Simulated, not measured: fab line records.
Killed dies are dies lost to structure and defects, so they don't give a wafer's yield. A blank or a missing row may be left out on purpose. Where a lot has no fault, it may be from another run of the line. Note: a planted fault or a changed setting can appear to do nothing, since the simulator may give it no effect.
Chamber matching :: flow n5Finfet :: aldHk-01 running N5_HKMG_FIN_HK_ALD_01: 4 sister chambers
The step deposits HfO2, target thk 1.6 nm, pulse time 3 s, purge time 3 s. 24 wafers are shown with their chamber, then 12 later ones without.

== WAFERS, EACH WITH ITS CHAMBER ==
wafer: L076.1
chamber: 1
precursorPulseHeightRel: 1.033

wafer: L076.2
chamber: 3
precursorPulseHeightRel: 0.975

wafer: L076.3
chamber: 2
precursorPulseHeightRel: 0.955

wafer: L076.4
chamber: 0
precursorPulseHeightRel: 0.981

wafer: L076.5
chamber: 2
precursorPulseHeightRel: 1.002

wafer: L076.6
chamber: 1
precursorPulseHeightRel: 0.996

wafer: L077.2
chamber: 1
precursorPulseHeightRel: 0.991

wafer: L077.3
chamber: 0
precursorPulseHeightRel: 0.980

wafer: L077.6
chamber: 0
precursorPulseHeightRel: 0.996

wafer: L086.1
chamber: 1
precursorPulseHeightRel: 0.997

wafer: L086.3
chamber: 3
precursorPulseHeightRel: 1.019

wafer: L086.4
chamber: 0
precursorPulseHeightRel: 0.983

wafer: L087.3
chamber: 1
precursorPulseHeightRel: 0.984

wafer: L087.4
chamber: 0
precursorPulseHeightRel: 1.008

wafer: L087.5
chamber: 2
precursorPulseHeightRel: 0.971

wafer: L088.1
chamber: 3
precursorPulseHeightRel: 0.979

wafer: L088.3
chamber: 1
precursorPulseHeightRel: 0.990

wafer: L088.4
chamber: 2
precursorPulseHeightRel: 1.019

wafer: L089.2
chamber: 0
precursorPulseHeightRel: 1.004

wafer: L089.4
chamber: 1
precursorPulseHeightRel: 1.009

wafer: L089.5
chamber: 2
precursorPulseHeightRel: 0.955

wafer: L090.1
chamber: 2
precursorPulseHeightRel: 0.988

wafer: L090.2
chamber: 1
precursorPulseHeightRel: 0.962

wafer: L090.3
chamber: 0
precursorPulseHeightRel: 0.998

SIGNATURES, as means of the wafers listed above
reading: precursorPulseHeightRel
chamber 0: 0.99286
chamber 1: 0.99525
chamber 2: 0.98167
chamber 3: 0.99100
scatter within a chamber: 0.0203
Rule: a wafer's distance from a chamber is the root of the sum, over the readings, of the square of ((its reading less the chamber's mean) divided by the reading's scatter). If the next closest chamber is less than 2 further off than the closest, the wafer can't be placed; otherwise it belongs to the closest. The scatter: the root of (the sum of the squares of (reading less its chamber's mean) over the shown wafers, divided by (wafers less chambers)).

== WAFERS WHOSE CHAMBER IS MISSING ==
wafer: L090.4
precursorPulseHeightRel: 1.039

wafer: L090.5
precursorPulseHeightRel: 0.993

wafer: L090.6
precursorPulseHeightRel: 0.961

wafer: L091.3
precursorPulseHeightRel: 0.993

wafer: L091.5
precursorPulseHeightRel: 1.014

wafer: L091.6
precursorPulseHeightRel: 1.027

wafer: L094.1
precursorPulseHeightRel: 0.995

wafer: L094.2
precursorPulseHeightRel: 0.998

wafer: L094.3
precursorPulseHeightRel: 0.988

wafer: L094.4
precursorPulseHeightRel: 0.996

wafer: L094.5
precursorPulseHeightRel: 0.988

wafer: L094.6
precursorPulseHeightRel: 1.015

== WHICH CHAMBER EACH ONE RAN IN ==
wafer: L090.4
from the rows above: can't be placed: 1 or 0 or 3 or 2
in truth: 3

wafer: L090.5
from the rows above: can't be placed: 0 or 3 or 1 or 2
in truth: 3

wafer: L090.6
from the rows above: can't be placed: 2 or 3 or 0 or 1
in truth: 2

wafer: L091.3
from the rows above: can't be placed: 0 or 3 or 1 or 2
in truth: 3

wafer: L091.5
from the rows above: can't be placed: 1 or 0 or 3 or 2
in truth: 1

wafer: L091.6
from the rows above: can't be placed: 1 or 0 or 3 or 2
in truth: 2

wafer: L094.1
from the rows above: can't be placed: 1 or 0 or 3 or 2
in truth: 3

wafer: L094.2
from the rows above: can't be placed: 1 or 0 or 3 or 2
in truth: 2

wafer: L094.3
from the rows above: can't be placed: 3 or 0 or 2 or 1
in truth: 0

wafer: L094.4
from the rows above: can't be placed: 1 or 0 or 3 or 2
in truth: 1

wafer: L094.5
from the rows above: can't be placed: 3 or 0 or 2 or 1
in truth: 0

wafer: L094.6
from the rows above: can't be placed: 1 or 0 or 3 or 2
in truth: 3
Correctly placed: 0 of 12. Cannot be placed on the basis of these rows: 12; the candidates contain the true chamber in 12. Placed wrongly: 0.
